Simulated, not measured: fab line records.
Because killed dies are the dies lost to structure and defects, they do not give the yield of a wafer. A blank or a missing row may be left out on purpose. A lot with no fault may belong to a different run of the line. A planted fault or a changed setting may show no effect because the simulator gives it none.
One fault seen from 2 desks || flow nand-harc || each desk holds nothing but its own numbers, with what lay behind them at the end

AT THE METROLOGY DESK
What the gauges read, lot by lot, whatever tool the lot ran on: means of the sampled wafers that have a number. Marked OUT: a lot whose mean sits more than 4 standard deviations from the usual mean, which makes it out of limits; the brackets give that distance.
Columns: A = cd-nm at NHARC_P_GATE_CD_MEAS_91, usual 2000.1 nm
{"lot": "L959", "first seen here": "day 5 23:38", "A": 1998.2}
{"lot": "L961", "first seen here": "day 6 13:25", "A": 2000.2}
{"lot": "L962", "first seen here": "day 6 22:49", "A": 2000.8}
{"lot": "L967", "first seen here": "day 8 21:01", "A": 2000.9}
{"lot": "L969", "first seen here": "day 9 20:53", "A": 2001.2}
{"lot": "L972", "first seen here": "day 11 14:48", "A": 2000.0}
{"lot": "L973", "first seen here": "day 11 15:54", "A": 1999.6}
{"lot": "L976", "first seen here": "day 12 14:29", "A": 1999.4}
{"lot": "L978", "first seen here": "day 13 11:29", "A": 2001.5}
{"lot": "L979", "first seen here": "day 14 01:16", "A": 1999.8}
{"lot": "L980", "first seen here": "day 14 08:56", "A": 2000.3}
{"lot": "L981", "first seen here": "day 14 19:28", "A": 1999.0}
This desk's verdict: no lot among the 12 shows anything out of limits.

THE DEFECT DESK
For each lot, the counts of the inspections along the route, averaged over the sampled wafers that have a number. Marked OUT: a lot whose mean sits more than 4 standard deviations from the usual mean, which makes it out of limits; the brackets give that distance.
Columns: A = raw-defect-count at NHARC_P_GATE_INSPECT_68, usual 199
{"lot": "L959", "first seen here": "day 6 02:51", "A": 295}
{"lot": "L961", "first seen here": "day 6 16:31", "A": 192}
{"lot": "L962", "first seen here": "day 7 02:06", "A": 162}
{"lot": "L967", "first seen here": "day 9 00:05", "A": 233}
{"lot": "L969", "first seen here": "day 10 00:00", "A": 229}
{"lot": "L972", "first seen here": "day 11 17:57", "A": "489 (+4.1) OUT"}
{"lot": "L973", "first seen here": "day 11 19:35", "A": "536 (+4.7) OUT"}
{"lot": "L976", "first seen here": "day 12 17:32", "A": "531 (+4.7) OUT"}
{"lot": "L978", "first seen here": "day 13 14:33", "A": 129}
{"lot": "L979", "first seen here": "day 14 04:22", "A": 217}
{"lot": "L980", "first seen here": "day 14 12:00", "A": 149}
{"lot": "L981", "first seen here": "day 14 22:31", "A": 178}
This desk's finding: out of limits on L972, L973, L976; first on L972, day 11 17:57 (raw-defect-count at NHARC_P_GATE_INSPECT_68). L959, L961, L962, L967, L969, L978, L979, L980, L981 stayed within limits.

ALL TOGETHER
The defect desk could have raised an alarm at day 11 17:57, on L972, L973, L976.
At the metrology desk, nothing out of limits was observed.
The metrology desk has L972, L973, L976 on record, within its limits.
NHARC_P_GATE_STRIP_67 was run on wet-bench-02 by each of the lots named.

WHAT THE SIMULATOR HAD PUT IN
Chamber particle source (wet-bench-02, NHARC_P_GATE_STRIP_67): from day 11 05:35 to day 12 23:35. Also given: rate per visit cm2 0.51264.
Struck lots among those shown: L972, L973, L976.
Hours from the fault's start to each desk's first reading out of limits: the defect desk, 12.
